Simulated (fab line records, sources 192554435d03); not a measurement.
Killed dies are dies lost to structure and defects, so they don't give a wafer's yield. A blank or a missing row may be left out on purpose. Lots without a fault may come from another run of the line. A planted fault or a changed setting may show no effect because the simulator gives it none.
Which tool did it? | flow n5_finfet | 24 lots, 72 wafers sampled, at 6 steps of a route of 1938

WHAT THE GAUGES READ, wafer by wafer
N5_BEOL_M5_OVL_MEAS_29. Usual: V4_OVL 0.4 nm, standard deviation 0.72.
lot  | measured     | on         | V4_OVL (nm)    | flag
L074 | day 8 07:53  | overlay-02 | 0.9 0.1 -0.2   |
L075 | day 8 13:53  | overlay-02 | 1.2 0.0 0.5    |
L076 | day 8 20:37  | overlay-01 | -0.2 -0.4 0.5  |
L079 | day 9 05:14  | overlay-01 | -0.1 0.8 0.3   |
L077 | day 9 08:10  | overlay-01 | 0.2 -0.5 -0.7  |
L078 | day 9 10:56  | overlay-02 | 1.1 1.2 -0.1   |
L080 | day 9 17:16  | overlay-01 | -0.2 -0.1 0.3  |
L081 | day 10 06:32 | overlay-02 | 0.2 1.0 -0.1   |
L082 | day 10 13:15 | overlay-02 | 0.8 1.8 1.7    |
L083 | day 10 22:55 | overlay-01 | 0.4 -0.5 0.0   |
L084 | day 11 07:45 | overlay-02 | -1.3 0.2 0.0   |
L086 | day 11 11:22 | overlay-01 | 0.0 -0.3 0.1   |
L085 | day 11 14:47 | overlay-01 | 0.6 0.3 1.3    |
L087 | day 11 13:52 | overlay-02 | 1.5 1.0 0.6    |
L088 | day 11 17:13 | overlay-01 | 1.2 0.6 0.9    |
L090 | day 12 08:34 | overlay-01 | 0.5 0.6 1.3    |
L089 | day 12 15:58 | overlay-02 | -0.6 -0.1 -0.4 |
L091 | day 12 17:31 | overlay-02 | 0.6 0.3 0.6    |
L092 | day 12 21:25 | overlay-02 | 1.5 2.0 1.2    |
L094 | day 13 03:38 | overlay-02 | 0.5 1.2 1.7    |
L093 | day 13 03:43 | overlay-01 | 1.7 1.5 0.7    |
L095 | day 13 20:34 | overlay-01 | -0.6 0.0 0.3   |
L096 | day 14 00:17 | overlay-02 | 0.4 0.6 0.3    |
L097 | day 14 02:55 | overlay-02 | -0.6 -0.6 0.0  |

N5_BEOL_M6_OVL_MEAS_12. Usual: M6_OVL -0.5 nm, standard deviation 0.58.
lot  | measured     | on         | M6_OVL (nm)    | flag
L074 | day 8 17:19  | overlay-02 | -0.6 0.1 -0.4  |
L075 | day 8 23:30  | overlay-02 | -0.6 -0.5 -0.3 |
L076 | day 9 06:44  | overlay-02 | 1.1 -0.6 0.3   |
L079 | day 9 18:29  | overlay-02 | -0.7 -0.7 -2.0 |
L077 | day 9 18:50  | overlay-01 | -1.5 -1.4 -1.5 |
L078 | day 9 21:30  | overlay-02 | 0.4 0.2 -0.9   |
L080 | day 10 08:01 | overlay-02 | 0.3 -0.3 -1.0  |
L081 | day 10 17:58 | overlay-02 | -0.7 -0.3 -0.2 |
L082 | day 10 23:44 | overlay-01 | -1.2 -0.7 -0.7 |
L083 | day 11 08:29 | overlay-02 | 0.1 -0.7 -0.6  |
L084 | day 11 19:32 | overlay-01 | -1.4 -1.2 -0.1 |
L086 | day 11 21:31 | overlay-02 | -0.9 0.0 0.2   |
L085 | day 12 01:04 | overlay-02 | -0.1 -0.4 -1.0 |
L087 | day 12 00:50 | overlay-01 | -0.9 -0.2 -0.5 |
L088 | day 12 05:12 | overlay-02 | -0.2 0.4 -0.1  |
L090 | day 12 17:49 | overlay-02 | -0.4 -0.9 -1.0 |
L089 | day 13 01:31 | overlay-02 | -0.4 -1.3 -0.7 |
L091 | day 13 05:12 | overlay-02 | -1.0 -1.4 0.1  |
L092 | day 13 08:19 | overlay-02 | -0.6 -0.6 -1.0 |
L094 | day 13 16:00 | overlay-02 | -0.1 -0.4 -0.3 |
L093 | day 13 15:50 | overlay-01 | 0.9 0.2 1.0    |
L095 | day 14 07:12 | overlay-01 | -1.1 -1.5 -0.7 |
L096 | day 14 09:09 | overlay-01 | -0.6 -1.0 -0.4 |
L097 | day 14 19:08 | overlay-01 | -0.9 -1.2 -0.6 |

WHICH TOOL RAN EACH LOT (tool, then ch and the chambers of the sampled wafers, then the start)
lot  | N5_BEOL_M5_ETCH_61                 | N5_BEOL_M5_ANNEAL_49         | N5_BEOL_M6_PECVD_70             | N5_BEOL_M6_HM_DEP_02
L074 | rie_diel-04 ch 2,3, day 8 06:14    | pvd_sputter-01, day 8 10:06  | pecvd-03 ch 0,1, day 8 16:06    | pvd_sputter-03, day 8 16:47
L075 | rie_diel-03 ch 0,2,3, day 8 08:27  | pvd_sputter-01, day 8 16:26  | pecvd-03 ch 0,1, day 8 22:28    | pvd_sputter-02, day 8 22:59
L076 | rie_diel-03 ch 0,2,3, day 8 19:41  | pvd_sputter-01, day 8 23:13  | pecvd-04 ch 0,2, day 9 05:47    | pvd_sputter-02, day 9 06:13
L079 | rie_diel-04 ch 0,1,2, day 9 03:11  | pvd_sputter-01, day 9 07:08  | pecvd-04 ch 0,1, day 9 14:10    | pvd_sputter-01, day 9 17:57
L077 | rie_diel-01 ch 0,2,3, day 9 06:41  | pvd_sputter-02, day 9 11:43  | pecvd-02 ch 0,1, day 9 17:46    | pvd_sputter-02, day 9 18:19
L078 | rie_diel-03 ch 0,2,3, day 9 10:02  | pvd_sputter-01, day 9 13:36  | pecvd-02 ch 1,2, day 9 19:40    | pvd_sputter-01, day 9 20:58
L080 | rie_diel-04 ch 0,2,3, day 9 12:35  | pvd_sputter-02, day 9 19:28  | pecvd-02 ch 0,1,2, day 10 06:31 | pvd_sputter-02, day 10 07:29
L081 | rie_diel-03 ch 0,2, day 10 04:50   | pvd_sputter-03, day 10 10:04 | pecvd-03 ch 0,1, day 10 16:19   | pvd_sputter-01, day 10 17:34
L082 | rie_diel-04 ch 0,1,3, day 10 12:04 | pvd_sputter-02, day 10 17:03 | pecvd-02 ch 0,2, day 10 23:07   | pvd_sputter-01, day 10 23:13
L083 | rie_diel-03 ch 2,3, day 10 21:58   | pvd_sputter-01, day 11 01:00 | pecvd-02 ch 0,1,2, day 11 07:29 | pvd_sputter-01, day 11 08:04
L084 | rie_diel-03 ch 0,3, day 11 06:36   | pvd_sputter-03, day 11 11:45 | pecvd-03 ch 0,1,2, day 11 18:10 | pvd_sputter-02, day 11 19:01
L086 | rie_diel-04 ch 0,1,3, day 11 08:25 | pvd_sputter-02, day 11 13:34 | pecvd-02 ch 0,1,2, day 11 19:37 | pvd_sputter-01, day 11 20:59
L085 | rie_diel-01 ch 0,1,2, day 11 12:08 | pvd_sputter-03, day 11 17:17 | pecvd-04 ch 0,2, day 11 23:17   | pvd_sputter-01, day 12 00:40
L087 | rie_diel-04 ch 1,3, day 11 12:52   | pvd_sputter-01, day 11 16:16 | pecvd-04 ch 0,2, day 11 22:22   | pvd_sputter-02, day 12 00:18
L088 | rie_diel-03 ch 2,3, day 11 15:43   | pvd_sputter-02, day 11 19:53 | pecvd-04 ch 1,2, day 12 01:53   | pvd_sputter-02, day 12 04:40
L090 | rie_diel-04 ch 1,2,3, day 12 07:38 | pvd_sputter-01, day 12 10:53 | pecvd-04 ch 0,1, day 12 16:55   | pvd_sputter-03, day 12 17:24
L089 | rie_diel-03 ch 0,2, day 12 15:14   | pvd_sputter-03, day 12 18:01 | pecvd-02 ch 1,2, day 13 00:02   | pvd_sputter-01, day 13 00:59
L091 | rie_diel-01 ch 2,3, day 12 15:28   | pvd_sputter-02, day 12 21:50 | pecvd-04 ch 0,1,2, day 13 03:52 | pvd_sputter-02, day 13 04:48
L092 | rie_diel-04 ch 1,3, day 12 18:05   | pvd_sputter-03, day 12 23:40 | pecvd-03 ch 0,1,2, day 13 05:44 | pvd_sputter-03, day 13 07:55
L094 | rie_diel-04 ch 0,2,3, day 13 01:40 | pvd_sputter-01, day 13 07:40 | pecvd-02 ch 1,2, day 13 14:41   | pvd_sputter-03, day 13 15:25
L093 | rie_diel-04 ch 0,1,2, day 13 02:22 | pvd_sputter-02, day 13 07:34 | pecvd-03 ch 0,1,2, day 13 14:16 | pvd_sputter-03, day 13 15:19
L095 | rie_diel-01 ch 1,2,3, day 13 19:15 | pvd_sputter-01, day 13 22:50 | pecvd-03 ch 0,1, day 14 05:03   | pvd_sputter-02, day 14 06:47
L096 | rie_diel-01 ch 0,1,2, day 13 22:16 | pvd_sputter-02, day 14 02:01 | pecvd-03 ch 1,2, day 14 08:01   | pvd_sputter-01, day 14 08:45
L097 | rie_diel-01 ch 0,2,3, day 14 01:43 | pvd_sputter-02, day 14 07:13 | pecvd-02 ch 0,2, day 14 13:22   | pvd_sputter-02, day 14 13:44
- N5_BEOL_M5_ETCH_61: etches SiARC in CF4, target depth 15.6 nm, time 26 s.
- N5_BEOL_M5_ANNEAL_49: time 1800 s.
- N5_BEOL_M6_PECVD_70: deposits SiO2 from TEOS/O2, target thk 20 nm, time 22.7 s.
- N5_BEOL_M6_HM_DEP_02: deposits TiN, target thk 20 nm.

WHAT THE TOOLS THEMSELVES READ (means of the sampled wafers that have a number; where no wafer has one, the mark that the record gives instead)
N5_BEOL_M5_ETCH_61. Usual: drypump_motor_current_A 5.8 A, standard deviation 0.6; etch_rf_on_time_s 25.7 s, standard deviation 0.32; oes_product_au 0.69 a.u., standard deviation 0.084; rf_vpp_V 184.2 V, standard deviation 1.2; showerhead_plenum_p_Torr 2.15 Torr, standard deviation 0.077; throttle_valve_pct 15.58 %, standard deviation 0.17.
lot  | tool        | drypump_motor_current_A (A) | etch_rf_on_time_s (s) | oes_product_au (a.u.) | rf_vpp_V (V) | showerhead_plenum_p_Torr (Torr) | throttle_valve_pct (%) | flag
L074 | rie_diel-04 | 6.5                         | 25.7                  | 0.60                  | 182.8        | 2.07                            | 15.63                  |
L075 | rie_diel-03 | 5.7                         | 25.5                  | 0.69                  | 184.3        | 2.16                            | 15.50                  |
L076 | rie_diel-03 | 5.6                         | 26.1                  | 0.68                  | 183.6        | 2.16                            | 15.51                  |
L079 | rie_diel-04 | 5.6                         | 25.5                  | 0.69                  | 184.1        | 2.17                            | 15.69                  |
L077 | rie_diel-01 | 6.2                         | 25.6                  | 0.77                  | 184.5        | 2.15                            | 15.41                  |
L078 | rie_diel-03 | 5.6                         | 25.5                  | 0.68                  | 184.1        | 2.15                            | 15.51                  |
L080 | rie_diel-04 | 6.1                         | 26.0                  | 0.61                  | 183.8        | 2.12                            | 15.72                  |
L081 | rie_diel-03 | 5.4                         | 25.8                  | 0.62                  | 183.5        | 2.10                            | 15.70                  |
L082 | rie_diel-04 | 5.8                         | 25.8                  | 0.66                  | 184.3        | 2.15                            | 15.61                  |
L083 | rie_diel-03 | 5.8                         | 25.6                  | 0.66                  | 184.7        | 2.18                            | 15.61                  |
L084 | rie_diel-03 | 5.5                         | 25.9                  | 0.65                  | 184.6        | 2.12                            | 15.46                  |
L086 | rie_diel-04 | 5.8                         | 25.8                  | 0.66                  | 183.9        | 2.15                            | 15.63                  |
L085 | rie_diel-01 | 5.7                         | 25.4                  | 0.78                  | 184.5        | 2.18                            | 15.46                  |
L087 | rie_diel-04 | 6.3                         | 25.8                  | 0.64                  | 183.0        | 2.08                            | 15.56                  |
L088 | rie_diel-03 | 5.7                         | 26.2                  | 0.65                  | 184.7        | 2.17                            | 15.63                  |
L090 | rie_diel-04 | 6.1                         | 25.6                  | 0.73                  | 183.6        | 2.11                            | 15.49                  |
L089 | rie_diel-03 | 5.3                         | 26.0                  | 0.60                  | 184.0        | 2.10                            | 15.73                  |
L091 | rie_diel-01 | 6.4                         | 25.4                  | 0.73                  | 183.0        | 2.09                            | 15.51                  |
L092 | rie_diel-04 | 5.9                         | 25.5                  | 0.70                  | 183.6        | 2.13                            | 15.54                  |
L094 | rie_diel-04 | 6.1                         | 25.8                  | 0.68                  | 184.6        | 2.12                            | 15.60                  |
L093 | rie_diel-04 | 5.6                         | 25.8                  | 0.74                  | 184.8        | 2.17                            | 15.58                  |
L095 | rie_diel-01 | 5.8                         | 25.6                  | 0.72                  | 183.9        | 2.11                            | 15.52                  |
L096 | rie_diel-01 | 5.7                         | 25.3                  | 0.76                  | 185.0        | 2.17                            | 15.49                  |
L097 | rie_diel-01 | 6.2                         | 25.6                  | 0.71                  | 183.8        | 2.13                            | 15.48                  |

N5_BEOL_M5_ANNEAL_49. Usual: heater_power_w 789 W, standard deviation 69.
lot  | tool           | heater_power_w (W) | flag
L074 | pvd_sputter-01 | 795                |
L075 | pvd_sputter-01 | 723                |
L076 | pvd_sputter-01 | 780                |
L079 | pvd_sputter-01 | 778                |
L077 | pvd_sputter-02 | 856                |
L078 | pvd_sputter-01 | 757                |
L080 | pvd_sputter-02 | 765                |
L081 | pvd_sputter-03 | 767                |
L082 | pvd_sputter-02 | 735                |
L083 | pvd_sputter-01 | 737                |
L084 | pvd_sputter-03 | 734                |
L086 | pvd_sputter-02 | 818                |
L085 | pvd_sputter-03 | 743                |
L087 | pvd_sputter-01 | 828                |
L088 | pvd_sputter-02 | 845                |
L090 | pvd_sputter-01 | 824                |
L089 | pvd_sputter-03 | 791                |
L091 | pvd_sputter-02 | 797                |
L092 | pvd_sputter-03 | 729                |
L094 | pvd_sputter-01 | 785                |
L093 | pvd_sputter-02 | 771                |
L095 | pvd_sputter-01 | 824                |
L096 | pvd_sputter-02 | 774                |
L097 | pvd_sputter-02 | 803                |

N5_BEOL_M6_PECVD_70. Usual: heater_power_w 743 W, standard deviation 130; showerhead_plenum_p_Torr 8.79 Torr, standard deviation 0.039; throttle_valve_pct 22.2 %, standard deviation 1.4.
lot  | tool     | heater_power_w (W) | showerhead_plenum_p_Torr (Torr) | throttle_valve_pct (%) | flag
L074 | pecvd-03 | 621                | 8.80                            | 24.3                   |
L075 | pecvd-03 | 571                | 8.80                            | 24.4                   |
L076 | pecvd-04 | 804                | 8.82                            | 21.0                   |
L079 | pecvd-04 | 873                | 8.80                            | 20.8                   |
L077 | pecvd-02 | 752                | 8.79                            | 22.3                   |
L078 | pecvd-02 | 751                | 8.77                            | 22.0                   |
L080 | pecvd-02 | 677                | 8.79                            | 21.7                   |
L081 | pecvd-03 | 582                | 8.78                            | 24.3                   |
L082 | pecvd-02 | 669                | 8.81                            | 21.6                   |
L083 | pecvd-02 | 679                | 8.79                            | 22.0                   |
L084 | pecvd-03 | 666                | 8.80                            | 23.7                   |
L086 | pecvd-02 | 720                | 8.79                            | 21.7                   |
L085 | pecvd-04 | 869                | 8.80                            | 20.5                   |
L087 | pecvd-04 | 839                | 8.82                            | 20.7                   |
L088 | pecvd-04 | 836                | 8.72                            | 21.4                   |
L090 | pecvd-04 | 860                | 8.75                            | 21.4                   |
L089 | pecvd-02 | 605                | 8.79                            | 21.2                   |
L091 | pecvd-04 | 910                | 8.78                            | 21.0                   |
L092 | pecvd-03 | 713                | 8.77                            | 23.8                   |
L094 | pecvd-02 | 707                | 8.81                            | 21.3                   |
L093 | pecvd-03 | 696                | 8.79                            | 23.6                   |
L095 | pecvd-03 | 658                | 8.79                            | 24.5                   |
L096 | pecvd-03 | 730                | 8.77                            | 24.2                   |
L097 | pecvd-02 | 608                | 8.81                            | 21.8                   |

N5_BEOL_M6_HM_DEP_02. Usual: throttle_valve_pct 29.8 %, standard deviation 0.92.
lot  | tool           | throttle_valve_pct (%) | flag
L074 | pvd_sputter-03 | 30.6                   |
L075 | pvd_sputter-02 | 29.6                   |
L076 | pvd_sputter-02 | 29.3                   |
L079 | pvd_sputter-01 | 29.7                   |
L077 | pvd_sputter-02 | 29.1                   |
L078 | pvd_sputter-01 | 31.1                   |
L080 | pvd_sputter-02 | 29.3                   |
L081 | pvd_sputter-01 | 30.6                   |
L082 | pvd_sputter-01 | 29.9                   |
L083 | pvd_sputter-01 | 29.6                   |
L084 | pvd_sputter-02 | 29.1                   |
L086 | pvd_sputter-01 | 30.2                   |
L085 | pvd_sputter-01 | 30.5                   |
L087 | pvd_sputter-02 | 28.7                   |
L088 | pvd_sputter-02 | 28.8                   |
L090 | pvd_sputter-03 | 30.3                   |
L089 | pvd_sputter-01 | 30.9                   |
L091 | pvd_sputter-02 | 28.8                   |
L092 | pvd_sputter-03 | 30.4                   |
L094 | pvd_sputter-03 | 30.0                   |
L093 | pvd_sputter-03 | 30.1                   |
L095 | pvd_sputter-02 | 28.8                   |
L096 | pvd_sputter-01 | 30.0                   |
L097 | pvd_sputter-02 | 28.8                   |

THE ANSWER, worked out from the rows above alone
Rule: a lot is off if the mean of its wafers that have a number lies more than 3 standard deviations from the usual mean. A lot without any number at a reading at which 4 lots or more have one is off too. The other lots that the step has rows for count as sound. The gauges are gone through in route order, then the tools' own readings, and for those a lot's mean is taken as printed above. The first step at which some lot is off is used, and at that step the reading that is off furthest; a lot without a number counts as furthest.
No lot is off at any reading shown: from this, nothing can be told.

WHAT THE SIMULATOR HAD PUT IN
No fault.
